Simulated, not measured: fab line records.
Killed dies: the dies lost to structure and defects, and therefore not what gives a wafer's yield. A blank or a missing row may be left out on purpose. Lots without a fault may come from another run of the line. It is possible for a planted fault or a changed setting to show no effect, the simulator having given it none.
fab line records	flow n5_finfet
record lots=5	wafers=13	last_day=15
route steps=1938 shown BEOL_M4@1099 BEOL_M5@1112 BEOL_M9@1446 PASSIVATION@1936
lots with no fault: from the same line, run without faults
start_h: start of the lot's first displayed wafer, in hours after the record's first day	wait_h: time in hours since the lot's previous step	" unchanged from the row above	L1.1+2: a single row standing in for several wafers	- no value, or no start was given	* or withheld: withheld	< > ~ a bound
route shown NAME@n: a module of which the file shows steps, and the number in the route of the first	usual: mean and standard deviation over wafers with no fault	same: alike in all rows	chamber/n: place in a boat	sites: each site's reading	_std_site: the standard deviation of these	_edge_site: the outer-site mean with the inner-site mean subtracted	radius_mm: for every site, how far away it sits from the centre of the wafer	mask NAME#n: copy n	behind: tool/chamber where the wafer was last shaped	hold: cause of the lot's hold/its duration in hours/its outcome	device: the n, p or np transistor that did not switch	end of line: tests of these same wafers at the route's end	for a step that has no rows: nothing shown but its recipe	killed: not the wafer's yield, but the dies lost to structure and defects at the first sort	map: the dies of a wafer, with x for killed, . for not killed, _ for no die there
set.NAME: setting as actually run; set.NAME@STEP: the setting as run at that earlier step	model.NAME: the simulator's own value behind a step, which no gauge read
lots at some steps of the route; a table a step, a row a wafer
services: a tool's chamber out of use, with start hour (start_h, from the record's first day; less than 0 if before it), hours out, and reason
## steps
# step N5_BEOL_M4_ANNEAL_95
# recipe temp_c=400	time_s=240	ambient=vacuum
# step N5_BEOL_M4_SPUTTER_96
# recipe material=Cu	target_thk_a=45	temp_c=-20	chamber_pressure_pa=0.07	power_w=withheld	time_s=8.29
# step N5_BEOL_M4_ECD_50
# recipe material=Cu	target_thk_a=3000
# step N5_BEOL_M4_ANNEAL_51
# recipe temp_c=225	time_s=90	ambient=N2
# step N5_BEOL_M4_CMP_52
# recipe stop_on=SiOC	t_overpolish_s=6.8	down_force_psi=1	platen_rpm=50	clearing_platen_down_force_psi=1.5	clearing_platen_rpm=50	post_cmp_clean=cu_alkaline	target_thk_nm=40	clearing_platen_pad_velocity_m_s=0.99484	pad_velocity_m_s=0.99484
# step N5_BEOL_M4_PRE_CLEAN_60
# recipe gas=NH3/H2	time_s=15	temp_c=*	rf_power_w=300
# step N5_BEOL_M4_CO_CAP_55
# recipe material=Co	target_thk_a=20	temp_c=200	precursor=CCTBA/H2	pressure_torr=30	time_s=102.1
# step N5_BEOL_M4_PRE_CLEAN_56
# recipe gas=NH3	time_s=15	temp_c=withheld	rf_power_w=300
# step N5_BEOL_M4_DEP_57
# recipe material=SiCN	target_thk_a=80	temp_c=withheld	precursor=3MS/NH3	pressure_torr=3	rf_w=202	time_s=14
# step N5_BEOL_M4_RC_MEAS_101
# usual DIBL_N=36.1/1.5	DIBL_P=36.1/1.9	IOFF_N=0.159/0.029	IOFF_P=0.21/0.038	ION_N=675/11	ION_P=464/8.1	SS_N=71.5/0.57	SS_P=73.3/0.64	VT_N=249/3.1	VT_P=-250/3.8
lot.wafer	tool	chamber	start_h	wait_h	DIBL_N[mV/V]	DIBL_P[mV/V]	IOFF_N[nA/um]	IOFF_P[nA/um]	ION_N[uA/um]	ION_P[uA/um]	SS_N[mV/dec]	SS_P[mV/dec]	VT_N[mV]	VT_P[mV]
L944.1	prober-01	0	158.44	0.0	37.8	38.6	0.157	0.23	676	466	71.5	74.0	250	-252
L944.2	"	0	"	"	36.6	37.6	0.131	0.21	669	459	71.9	72.8	253	-250
L944.3	"	0	"	"	36.5	37.0	0.133	0.21	671	466	71.6	72.8	252	-250
L956.2	prober-01	0	245.64	0.2	36.0	35.0	0.134	0.17	667	457	71.6	72.7	253	-252
L956.5	"	0	"	"	32.2	31.4	0.091	0.13	653	449	69.2	71.7	256	-255
L957.1	prober-01	0	248.35	0.0	36.7	37.0	0.166	0.22	682	465	71.9	73.0	248	-248
L957.2	"	0	"	"	36.1	36.4	0.141	0.20	680	464	71.0	73.5	252	-250
L958.1	prober-02	0	249.11	0.3	34.2	33.0	0.137	0.16	675	455	70.6	73.3	249	-255
L958.2	"	0	"	"	38.1	37.4	0.207	0.22	685	458	71.4	73.5	244	-252
L958.4	"	0	"	"	34.7	33.6	0.149	0.17	678	456	70.5	73.0	248	-256
L960.1	prober-01	0	266.33	0.0	34.7	34.6	0.135	0.19	668	461	70.5	72.9	250	-252
L960.4	"	0	"	"	34.4	33.9	0.128	0.19	657	456	70.9	73.0	254	-251
L960.5	"	0	"	"	34.4	33.8	0.129	0.19	667	463	70.5	72.4	254	-251
# step N5_BEOL_M5_ILD_DEP_00
# recipe material=SiCOH_lowk	target_thk_a=1406.4	temp_c=300	precursor=DEMS/porogen	pressure_torr=5	rf_w=500	time_s=25.9
# step N5_BEOL_M5_CURE_79
# recipe temp_c=385	time_s=240	ambient=He/Ar	material=SiCOH_lowk
# step N5_BEOL_M5_PECVD_70
# recipe material=SiO2	target_thk_a=160	temp_c=400	precursor=TEOS/O2	pressure_torr=5.5	rf_w=450	teos_flow_sccm=53.8	gas=O2	flow_sccm=3000	time_s=18
# step N5_BEOL_M5_HM_DEP_02
# recipe material=TiN	target_thk_a=200	temp_c=25	chamber_pressure_pa=0.49996
# step N5_BEOL_M5_COAT_59
# recipe resist=SOC	temp_c=250	time_s=60	spin_rpm=1500	resist_thk_nm=60
# step N5_BEOL_M5_COAT_60
# recipe resist=SiARC	temp_c=220	time_s=60	spin_rpm=1500	resist_thk_nm=12
# step N5_BEOL_M5_COAT_71
# recipe resist=underlayer	temp_c=205	time_s=60	spin_rpm=1500	resist_thk_nm=5
# step N5_BEOL_M5_COAT_05
# recipe resist=CAR-EUV	spin_rpm=1500	resist_thk_nm=30
# step N5_BEOL_M5_EBR_07
# recipe solvent=PGMEA	ebr_width_mm=1.5
# step N5_BEOL_M5_SOFTBAKE_06
# recipe temp_c=110	time_s=60	resist=CAR-EUV
# step N5_BEOL_M5_EXPOSE_08
# recipe mask_id=M5	na=0.33	source_shape=annular	sigma_inner=0.4	sigma_outer=0.8	polarization=unpolarized	target_cd_nm=28	dose_mj=35.75
# step N5_BEOL_M5_PEB_09
# recipe peb_temp_c=100	peb_time_s=60	resist=CAR-EUV
# step N5_BEOL_M5_DEVELOP_10
# recipe develop_time_s=30	developer=TMAH	resist=CAR-EUV	rinse_liquid=surfactant_rinse	dry=air_spin	dev_temp_c=23
# step N5_BEOL_M5_DESCUM_16
# recipe chemistry=O2	time_s=7	source_power_w=50	bias_power_w=20	pressure_mtorr=20	rf_frequency_hz=2.712e+07	temp_c=40	resist=CAR-EUV	o2_flow_sccm=225
# step N5_BEOL_M5_ETCH_72
# recipe chemistry=N2/H2	target=underlayer	target_depth_a=65	mask_material=CAR-EUV	time_s=5.2	ion_energy_ev=200	pressure_mtorr=30	source_w=840	bias_w=150	n2_flow_sccm=200	h2_flow_sccm=200	ends=cleared
# step N5_BEOL_M5_ETCH_61
# recipe chemistry=CF4	target=SiARC	target_depth_a=156	mask_material=CAR-EUV	time_s=26	ion_energy_ev=80	pressure_mtorr=40	source_w=545	bias_w=36	Ar_flow_sccm=100	cf4_flow_sccm=100	ends=cleared
# step N5_BEOL_M5_ETCH_62
# recipe chemistry=N2/H2	target=SOC	target_depth_a=750	overetch_a=150	mask_material=SiARC	temp_c=40	time_s=112.5	ion_energy_ev=200	pressure_mtorr=30	source_w=840	bias_w=150	n2_flow_sccm=200	h2_flow_sccm=200
# step N5_BEOL_M5_STRIP_63
# recipe chemistry=N2/H2	temp_c=40	n2_flow_sccm=200	h2_flow_sccm=200	rf_frequency_hz=6e+07
# step N5_BEOL_M5_STRIP_73
# recipe chemistry=N2/H2	temp_c=40	n2_flow_sccm=200	h2_flow_sccm=200	rf_frequency_hz=6e+07
# step N5_BEOL_M5_STRIP_64
# recipe chemistry=CF4	resist=SiARC	power_w=300	bias_power_w=75	pressure_mtorr=50	cf4_flow_sccm=150	rf_frequency_hz=6e+07
# step N5_BEOL_M5_HM_OPEN_17
# recipe chemistry=Cl2/BCl3	target_depth_a=200	overetch_a=60	target=TiN	mask_material=SOC	ion_energy_ev=150	pressure_mtorr=10	icp_w=1000	bias_w=126	Cl2_flow_sccm=53.25	bcl3_flow_sccm=21.75	Ar_flow_sccm=25
# step N5_BEOL_M5_STRIP_19
# recipe chemistry=O2	power_w=400	temp_c=40	pressure_mtorr=30	rf_frequency_hz=6e+07	bias_power_w=0	overash_fraction=0.2	o2_flow_sccm=225
# step N5_BEOL_M5_COAT_65
# recipe resist=SOC	temp_c=250	time_s=60	spin_rpm=1500	resist_thk_nm=60
# step N5_BEOL_M5_COAT_66
# recipe resist=SiARC	temp_c=220	time_s=60	spin_rpm=1500	resist_thk_nm=12
# step N5_BEOL_M9_TRENCH_ETCH_37
# recipe chemistry=C4F6/O2	target_depth_a=1514.3	target=SiCOH_lowk	time_s=49	ion_energy_ev=250	pressure_mtorr=30	source_w=345	bias_w=185	Ar_flow_sccm=300	C4F6_flow_sccm=10	O2_flow_sccm=10
# usual drypump_motor_current_A=5.6/0.53	oes_product_au=0.82/0.11	rf_vpp_V=656/12	showerhead_plenum_p_Torr=2.83/0.099	throttle_valve_pct=20.76/0.26
lot.wafer	tool	chamber	start_h	wait_h	drypump_motor_current_A	oes_product_au	rf_hours_counter_h	rf_vpp_V	showerhead_plenum_p_Torr	throttle_valve_pct	model.BEOL_M9.feature_depth_nm	model.etch.depth_nm	model.TiN_of_BEOL_M9_HM_DEP_02.thk_nm
L944.1	rie_diel-03	3	193.71	-	5.5	0.99	3	651	2.80	20.89	158	158	15.4
L944.2	"	1	"	"	4.9	0.87	50	670	2.98	21.06	154.4	154.3	15.8
L944.3	"	2	"	"	6.6	0.76	160	668	2.94	20.77	152.2	152.3	15.6
L956.2	rie_diel-03	2	293.59	-	6.6	0.74	187	668	2.93	20.80	73.6	73.51	18
L956.5	"	0	"	"	5.7	0.92	-	647	2.78	20.76	75.6	75.69	17.8
L957.1	rie_diel-03	0	294.02	-	5.6	0.92	20	647	2.78	20.75	155	155	15.6
L957.2	"	1	"	"	4.9	0.81	78	670	2.97	21.12	73.8	73.78	18
L958.1	rie_diel-03	1	299.87	-	4.9	0.82	80	669	2.97	21.10	152.8	152.8	16.2
L958.2	"	0	"	"	5.6	0.92	22	648	2.78	20.75	76.4	76.43	18.2
L958.4	"	3	"	"	5.4	0.90	35	652	2.79	20.92	158	158	15.8
L960.1	rie_diel-05	3	306.82	-	5.0	0.90	33	645	2.78	20.26	153	152.9	15.6
L960.4	"	1	"	"	5.8	0.92	18	672	3.03	20.60	147	147	15.8
L960.5	"	1	"	"	5.8	0.92	-	671	3.03	20.60	148.8	148.7	15.6
# step N5_BEOL_M9_OCD_MEAS_38
# usual trench_depth_nm=152/3.3
lot.wafer	tool	chamber	start_h	wait_h	trench_depth_nm
L944.1	ocd-01	-	193.89	-	158
L944.2	"	-	"	"	154
L944.3	"	-	"	"	152
L956.2	ocd-02	-	293.77	-	73
L956.5	"	-	"	"	76
L957.1	ocd-02	-	294.19	-	155
L957.2	"	-	"	"	74
L958.1	ocd-01	-	300.05	-	153
L958.2	"	-	"	"	77
L958.4	"	-	"	"	158
L960.1	ocd-02	-	306.99	-	153
L960.4	"	-	"	"	147
L960.5	"	-	"	"	148
# step N5_BEOL_M9_CMP_52
# recipe stop_on=SiCOH_lowk	t_overpolish_s=7	down_force_psi=1	platen_rpm=50	clearing_platen_down_force_psi=1.5	clearing_platen_rpm=50	post_cmp_clean=cu_alkaline	target_thk_nm=140	clearing_platen_pad_velocity_m_s=0.99484	pad_velocity_m_s=0.99484
# usual clearing_platen_rpm=50.000/0.026	edge_zone_pressure_frac=1.000/0.0045	motor_current_A=5.9/0.84
lot.wafer	tool	chamber	start_h	wait_h	clearing_platen_rpm	edge_zone_pressure_frac	motor_current_A	model.Cu_of_BEOL_M9_ECD_50.thk_nm
L944.1	cmp-03	3	196.03	0.3	50.002	0.999	5.3	149
L944.3	"	0	"	"	50.022	1.002	5.8	141.4
L944.2	"	2	"	"	49.990	1.002	6.4	144
L956.2	cmp-01	0	295.65	0.3	49.966	0.999	5.6	62.8
L956.5	"	1	"	"	50.006	1.007	5.6	63.8
L957.2	cmp-04	0	296.32	0.2	50.025	0.996	5.6	62
L957.1	"	3	"	"	49.996	1.002	5.1	144.2
L958.2	cmp-01	2	302.26	0.2	49.987	1.001	8.8	64.6
L958.1	"	3	"	"	50.023	0.998	5.3	141.2
L958.4	"	0	"	"	50.046	0.992	6.3	147.8
L960.1	cmp-04	3	309.65	0.3	50.030	1.002	5.3	142.6
L960.4	"	1	"	"	49.952	1.002	6.0	136
L960.5	"	0	"	"	50.024	0.994	5.4	137.6
# step N5_BEOL_M9_THK_MEAS_53
# recipe thk_meas_gauge=xrf	reads=Cu_of_BEOL_M9_ECD_50
# usual M9_THK=137/3.3
lot.wafer	tool	chamber	start_h	wait_h	M9_THK[nm]
L944.1	film_metro-01	-	196.33	-	144
L944.2	"	-	"	"	139
L944.3	"	-	"	"	137
L956.2	film_metro-01	-	295.83	-	61
L956.5	"	-	"	"	62
L957.1	film_metro-02	-	296.62	-	140
L957.2	"	-	"	"	61
L958.1	film_metro-02	-	302.55	-	137
L958.2	"	-	"	"	63
L958.4	"	-	"	"	144
L960.1	film_metro-01	-	309.95	-	137
L960.4	"	-	"	"	131
L960.5	"	-	"	"	133
# step N5_BEOL_M9_RS_MEAS_57
# recipe thk_meas_gauge=four-point-probe	reads=Cu_of_BEOL_M9_ECD_50+Co_of_BEOL_M9_CVD_78+TaN_of_BEOL_M9_ALD_74
# usual M9_RS=0.150/0.004
lot.wafer	tool	chamber	start_h	wait_h	M9_RS[ohm/sq]
L944.1	film_metro-01	-	196.46	0.1	0.141
L944.2	"	-	"	"	0.146
L944.3	"	-	"	"	0.149
L956.2	film_metro-02	-	295.97	0.1	0.380
L956.5	"	-	"	"	0.374
L957.1	film_metro-02	-	296.75	0.1	0.146
L957.2	"	-	"	"	0.387
L958.1	film_metro-01	-	302.72	0.1	0.149
L958.2	"	-	"	"	0.368
L958.4	"	-	"	"	0.142
L960.1	film_metro-02	-	310.08	0.1	0.148
L960.4	"	-	"	"	0.155
L960.5	"	-	"	"	0.154
# step N5_PASSIVATION_PROBE_49
# usual defect_limited_yield=91.5/1.6	killed_at_M0_to_M3=33/10	killed_at_M4_up=13/5.6	killed_at_contacts=13/6	killed_at_front_end=39/12	killed_at_other=3.0/2.8	killed_dies=101/19	killed_on_rim=13/4	killed_open=65/13	killed_short=32/8.3	sort_bin_5_function=5.0/1	sort_bin_6_memory=3.1/0.69	sort_bin_8_speed=0/0	sort_n_pass=1079/19
# same gross_dies=1180	killed_at_back_side=0	sort_bin_4_leakage[%]=0
lot.wafer	tool	chamber	start_h	wait_h	defect_limited_yield[%]	killed_at_M0_to_M3	killed_at_M4_up	killed_at_contacts	killed_at_front_end	killed_at_other	killed_dies	killed_on_rim	killed_open	killed_short	sort_bin_5_function[%]	sort_bin_6_memory[%]	sort_bin_8_speed[%]	sort_n_pass
L944.1	prober-02	-	248.81	0.0	89.4	38	22	24	39	2	125	15	86	36	6.2	4.0	0	1055
L944.2	prober-02	-	248.86	0.1	93.1	33	10	11	21	7	82	13	53	22	3.6	2.5	0	1098
L944.3	prober-02	-	248.91	0.1	90.2	32	16	13	51	4	116	14	72	31	4.7	4.3	0	1064
L956.2	prober-01	-	346.87	0.1	0	39	1105	8	28	0	1180	152	53	25	97.2	2.6	0	0
L956.5	prober-01	-	347.02	0.2	20.3	21	862	8	49	0	940	114	53	31	66.2	3.0	10.25	240
L957.1	prober-02	-	353.76	0.0	90.3	27	17	10	60	1	115	11	69	43	5.5	3.8	0	1065
L957.2	prober-02	-	353.81	0.1	0	36	1096	10	37	1	1180	152	57	32	97.0	2.6	0	0
L958.1	prober-01	-	355.45	0.0	92.5	31	5	17	34	1	88	12	64	23	4.4	3.0	0	1092
L958.2	prober-01	-	355.50	0.1	47.9	16	539	15	42	3	615	83	56	29	4.4	2.6	44.83	565
L958.4	prober-01	-	355.60	0.2	92.7	30	15	21	17	3	86	10	59	27	4.7	2.3	0	1094
L960.1	prober-02	-	363.83	0.0	89.9	16	17	14	71	1	119	15	75	42	5.4	4.2	0	1061
L960.4	prober-02	-	363.98	0.2	89.6	40	14	23	45	1	123	16	74	42	5.8	3.7	0	1057
L960.5	prober-02	-	364.03	0.2	91.9	28	6	18	43	1	96	18	65	24	4.7	2.8	0	1084
# killed by level:class
L944.1 MOL_CONTACT_COAG:geometric_particle:open=19 BEOL_M4:geometric_particle:open=12 BEOL_M3:geometric_particle:open=12 GATE_CUT:geometric_particle:short=11 BEOL_M2:geometric_particle:open=8 FIN_SAQP:geometric_particle:short=7 BEOL_M1:geometric_particle:open=7 DUMMY_GATE:geometric_particle:open=6
L944.2 MOL_CONTACT_COAG:geometric_particle:open=10 BEOL_M2:geometric_particle:open=10 BEOL_M1:geometric_particle:open=6 BEOL_M3:geometric_particle:open=5 FIN_SAQP:geometric_particle:open=4 FIN_SAQP:geometric_particle:short=4 BEOL_M0_SAQP:geometric_particle:short=4 BEOL_M0_SAQP:geometric_particle:open=4
L944.3 FIN_SAQP:geometric_particle:open=11 BEOL_M3:geometric_particle:open=11 MOL_CONTACT_COAG:geometric_particle:open=9 GATE_CUT:geometric_particle:short=8 BEOL_M4:geometric_particle:open=8 BEOL_M0_SAQP:geometric_particle:short=6 STARTING-WAFER:geometric_particle:open=6 FIN_SAQP:geometric_particle:short=5
L956.2 BEOL_M9:area_etch=1100 BEOL_M0_SAQP:geometric_particle:open=10 FIN_SAQP:geometric_particle:open=9 BEOL_M0_SAQP:geometric_particle:short=8 MOL_CONTACT_COAG:geometric_particle:open=7 BEOL_M1:geometric_particle:short=5 BEOL_M2:geometric_particle:open=5 BEOL_M1:geometric_particle:open=4
L956.5 BEOL_M9:area_etch=734 BEOL_M9:area_ecd=121 FIN_SAQP:geometric_particle:short=12 FIN_SAQP:geometric_particle:open=11 MOL_CONTACT_COAG:geometric_particle:open=8 BEOL_M0_SAQP:geometric_particle:short=6 GATE_CUT:geometric_particle:open=6 BEOL_M1:geometric_particle:open=5
L957.1 FIN_SAQP:geometric_particle:short=15 FIN_SAQP:geometric_particle:open=9 BEOL_M4:geometric_particle:open=9 MOL_CONTACT_COAG:geometric_particle:open=8 DUMMY_GATE:geometric_particle:open=7 GATE_CUT:geometric_particle:short=7 BEOL_M2:geometric_particle:open=6 STI_FIN_REVEAL:geometric_particle:open=5
L957.2 BEOL_M9:area_etch=1090 BEOL_M2:geometric_particle:open=11 FIN_SAQP:geometric_particle:open=10 GATE_CUT:geometric_particle:short=7 MOL_CONTACT_COAG:geometric_particle:open=7 BEOL_M3:geometric_particle:open=7 FIN_SAQP:geometric_particle:short=6 BEOL_M1:geometric_particle:open=6
L958.1 MOL_CONTACT_COAG:geometric_particle:open=14 FIN_SAQP:geometric_particle:open=10 FIN_SAQP:geometric_particle:short=8 BEOL_M1:geometric_particle:open=8 BEOL_M3:geometric_particle:open=7 BEOL_M0_SAQP:geometric_particle:open=6 BEOL_M2:geometric_particle:open=5 DUMMY_GATE:geometric_particle:open=3
L958.2 BEOL_M9:area_ecd=529 MOL_CONTACT_COAG:geometric_particle:open=11 FIN_SAQP:geometric_particle:open=10 GATE_CUT:geometric_particle:short=6 FIN_SAQP:geometric_particle:short=5 BEOL_M4:geometric_particle:open=5 GATE_CUT:geometric_particle:open=4 MOL_CONTACT_COAG:geometric_particle:short=4
L958.4 MOL_CONTACT_COAG:geometric_particle:open=17 BEOL_M3:geometric_particle:open=10 BEOL_M0_SAQP:geometric_particle:open=5 BEOL_M4:geometric_particle:open=5 MOL_CONTACT_COAG:geometric_particle:short=4 DUMMY_GATE:geometric_particle:open=3 BEOL_M0_SAQP:geometric_particle:short=3 BEOL_M1:geometric_particle:open=3
L960.1 FIN_SAQP:geometric_particle:open=13 STI_FIN_REVEAL:geometric_particle:open=11 GATE_CUT:geometric_particle:short=10 MOL_CONTACT_COAG:geometric_particle:open=10 DUMMY_GATE:geometric_particle:open=9 FIN_SAQP:geometric_particle:short=6 GATE_CUT:geometric_particle:open=5 BEOL_M8:geometric_particle:open=4
L960.4 MOL_CONTACT_COAG:geometric_particle:open=16 BEOL_M0_SAQP:geometric_particle:short=14 BEOL_M2:geometric_particle:open=10 STI_FIN_REVEAL:geometric_particle:open=7 BEOL_M0_SAQP:geometric_particle:open=7 FIN_SAQP:geometric_particle:short=6 MOL_CONTACT_COAG:geometric_particle:short=6 STARTING-WAFER:geometric_particle:open=6
L960.5 MOL_CONTACT_COAG:geometric_particle:open=15 BEOL_M2:geometric_particle:open=9 DUMMY_GATE:geometric_particle:open=6 HKMG_FIN:area_etch=6 FIN_SAQP:geometric_particle:short=5 BEOL_M3:geometric_particle:open=5 BEOL_M1:geometric_particle:short=5 FIN_SAQP:geometric_particle:open=4
# map L956.2 (x killed, . not)
_________________xxxxxxxxxxxx________________
______________xxxxxxxxxxxxxxxxxx_____________
___________xxxxxxxxxxxxxxxxxxxxxxxx__________
__________xxxxxxxxxxxxxxxxxxxxxxxxxx_________
________xxxxxxxxxxxxxxxxxxxxxxxxxxxxxx_______
_______xxxxxxxxxxxxxxxxxxxxxxxxxxxxxxxx______
______xxxxxxxxxxxxxxxxxxxxxxxxxxxxxxxxxx_____
_____xxxxxxxxxxxxxxxxxxxxxxxxxxxxxxxxxxxx____
____xxxxxxxxxxxxxxxxxxxxxxxxxxxxxxxxxxxxxx___
___xxxxxxxxxxxxxxxxxxxxxxxxxxxxxxxxxxxxxxxx__
___xxxxxxxxxxxxxxxxxxxxxxxxxxxxxxxxxxxxxxxx__
__xxxxxxxxxxxxxxxxxxxxxxxxxxxxxxxxxxxxxxxxxx_
__xxxxxxxxxxxxxxxxxxxxxxxxxxxxxxxxxxxxxxxxxx_
_xxxxxxxxxxxxxxxxxxxxxxxxxxxxxxxxxxxxxxxxxxxx
_xxxxxxxxxxxxxxxxxxxxxxxxxxxxxxxxxxxxxxxxxxxx
_xxxxxxxxxxxxxxxxxxxxxxxxxxxxxxxxxxxxxxxxxxxx
_xxxxxxxxxxxxxxxxxxxxxxxxxxxxxxxxxxxxxxxxxxxx
_xxxxxxxxxxxxxxxxxxxxxxxxxxxxxxxxxxxxxxxxxxxx
_xxxxxxxxxxxxxxxxxxxxxxxxxxxxxxxxxxxxxxxxxxxx
_xxxxxxxxxxxxxxxxxxxxxxxxxxxxxxxxxxxxxxxxxxxx
_xxxxxxxxxxxxxxxxxxxxxxxxxxxxxxxxxxxxxxxxxxxx
__xxxxxxxxxxxxxxxxxxxxxxxxxxxxxxxxxxxxxxxxxx_
__xxxxxxxxxxxxxxxxxxxxxxxxxxxxxxxxxxxxxxxxxx_
___xxxxxxxxxxxxxxxxxxxxxxxxxxxxxxxxxxxxxxxx__
___xxxxxxxxxxxxxxxxxxxxxxxxxxxxxxxxxxxxxxxx__
____xxxxxxxxxxxxxxxxxxxxxxxxxxxxxxxxxxxxxx___
_____xxxxxxxxxxxxxxxxxxxxxxxxxxxxxxxxxxxx____
______xxxxxxxxxxxxxxxxxxxxxxxxxxxxxxxxxx_____
_______xxxxxxxxxxxxxxxxxxxxxxxxxxxxxxxx______
________xxxxxxxxxxxxxxxxxxxxxxxxxxxxxx_______
__________xxxxxxxxxxxxxxxxxxxxxxxxxx_________
___________xxxxxxxxxxxxxxxxxxxxxxxx__________
______________xxxxxxxxxxxxxxxxxx_____________
_________________xxxxxxxxxxxx________________
# map L957.2 (x killed, . not)
_________________xxxxxxxxxxxx________________
______________xxxxxxxxxxxxxxxxxx_____________
___________xxxxxxxxxxxxxxxxxxxxxxxx__________
__________xxxxxxxxxxxxxxxxxxxxxxxxxx_________
________xxxxxxxxxxxxxxxxxxxxxxxxxxxxxx_______
_______xxxxxxxxxxxxxxxxxxxxxxxxxxxxxxxx______
______xxxxxxxxxxxxxxxxxxxxxxxxxxxxxxxxxx_____
_____xxxxxxxxxxxxxxxxxxxxxxxxxxxxxxxxxxxx____
____xxxxxxxxxxxxxxxxxxxxxxxxxxxxxxxxxxxxxx___
___xxxxxxxxxxxxxxxxxxxxxxxxxxxxxxxxxxxxxxxx__
___xxxxxxxxxxxxxxxxxxxxxxxxxxxxxxxxxxxxxxxx__
__xxxxxxxxxxxxxxxxxxxxxxxxxxxxxxxxxxxxxxxxxx_
__xxxxxxxxxxxxxxxxxxxxxxxxxxxxxxxxxxxxxxxxxx_
_xxxxxxxxxxxxxxxxxxxxxxxxxxxxxxxxxxxxxxxxxxxx
_xxxxxxxxxxxxxxxxxxxxxxxxxxxxxxxxxxxxxxxxxxxx
_xxxxxxxxxxxxxxxxxxxxxxxxxxxxxxxxxxxxxxxxxxxx
_xxxxxxxxxxxxxxxxxxxxxxxxxxxxxxxxxxxxxxxxxxxx
_xxxxxxxxxxxxxxxxxxxxxxxxxxxxxxxxxxxxxxxxxxxx
_xxxxxxxxxxxxxxxxxxxxxxxxxxxxxxxxxxxxxxxxxxxx
_xxxxxxxxxxxxxxxxxxxxxxxxxxxxxxxxxxxxxxxxxxxx
_xxxxxxxxxxxxxxxxxxxxxxxxxxxxxxxxxxxxxxxxxxxx
__xxxxxxxxxxxxxxxxxxxxxxxxxxxxxxxxxxxxxxxxxx_
__xxxxxxxxxxxxxxxxxxxxxxxxxxxxxxxxxxxxxxxxxx_
___xxxxxxxxxxxxxxxxxxxxxxxxxxxxxxxxxxxxxxxx__
___xxxxxxxxxxxxxxxxxxxxxxxxxxxxxxxxxxxxxxxx__
____xxxxxxxxxxxxxxxxxxxxxxxxxxxxxxxxxxxxxx___
_____xxxxxxxxxxxxxxxxxxxxxxxxxxxxxxxxxxxx____
______xxxxxxxxxxxxxxxxxxxxxxxxxxxxxxxxxx_____
_______xxxxxxxxxxxxxxxxxxxxxxxxxxxxxxxx______
________xxxxxxxxxxxxxxxxxxxxxxxxxxxxxx_______
__________xxxxxxxxxxxxxxxxxxxxxxxxxx_________
___________xxxxxxxxxxxxxxxxxxxxxxxx__________
______________xxxxxxxxxxxxxxxxxx_____________
_________________xxxxxxxxxxxx________________
## services
tool	chamber	start_h	hours	kind
cmp-03	-	178.06	4.0	pm
cmp-01	-	179.65	4.0	pm
rie_diel-05	3	180.01	-	clean
rie_diel-05	3	180.01	-	consumable_replace:focus_ring
rie_diel-05	3	180.01	23.3	scheduled_down
rie_diel-05	3	180.01	23.3	vent_cycle
cmp-03	-	182.06	-	consumable_replace:conditioner
cmp-03	-	182.06	-	consumable_replace:pad
cmp-04	-	182.35	0.4	repair
cmp-01	-	183.65	-	consumable_replace:conditioner
cmp-01	-	183.65	-	consumable_replace:pad
cmp-04	-	189.92	0.3	repair
rie_diel-03	0	193.33	-	clean
rie_diel-03	0	193.33	-	consumable_replace:focus_ring
rie_diel-03	0	193.33	26.6	scheduled_down
rie_diel-03	0	193.33	26.6	vent_cycle
cmp-01	-	202.18	2.4	repair
cmp-04	-	203.12	2.8	repair
rie_diel-05	1	212.43	-	clean
cmp-01	-	230.19	4.0	pm
cmp-04	-	245.69	4.0	pm
cmp-04	-	249.69	-	consumable_replace:conditioner
cmp-04	-	249.69	-	consumable_replace:pad
cmp-04	-	299.37	0.3	repair
## key
first_sign step=N5_BEOL_M9_OCD_MEAS_38	reading=trench_depth_nm	direction=down	sigmas=23	usual=152	struck=75
effect step=N5_BEOL_M9_THK_MEAS_53	reading=M9_THK	direction=down	sigmas=23	usual=137	struck=62
effect step=N5_BEOL_M9_RS_MEAS_57	reading=M9_RS	direction=up	sigmas=56	usual=0.150	struck=0.377
effect step=N5_PASSIVATION_PROBE_49	reading=sort_bin_8_speed	direction=up	sigmas=99+	usual=0	struck=13.77	wafers_moved=2
model_effect step=N5_BEOL_M9_TRENCH_ETCH_37	value=BEOL_M9.feature_depth_nm	without=154	struck=74.85
model_effect step=N5_BEOL_M9_CMP_52	value=Cu_of_BEOL_M9_ECD_50.thk_nm	without=142.4	struck=63.3
more_kills_born_at N5_BEOL_M9_ETCH_41@rie_diel-03=2924	N5_BEOL_M9_ECD_50@ecd_cu-01=650
met_at N5_BEOL_M9_TRENCH_ETCH_37
struck_wafers L956.2,L956.5,L957.2,L958.2
later_rows_left_out L956.2,L956.5,L957.2
onset_between 193.71 293.59
fault kind=process_parameter_drift	tool=rie_diel-03	chamber=-	onset_h=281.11	steps=N5_BEOL_M9_TRENCH_ETCH_37	channel=target_depth_a	offset=-777.97	shape=step	end_h=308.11	scope=struck_wafers_only	acts_in=these_recipes_only	stated=1514.3
# later_rows_left_out: the simulator's readings of these wafers behind a module that went badly wrong aren't trusted and aren't shown, but for the sort
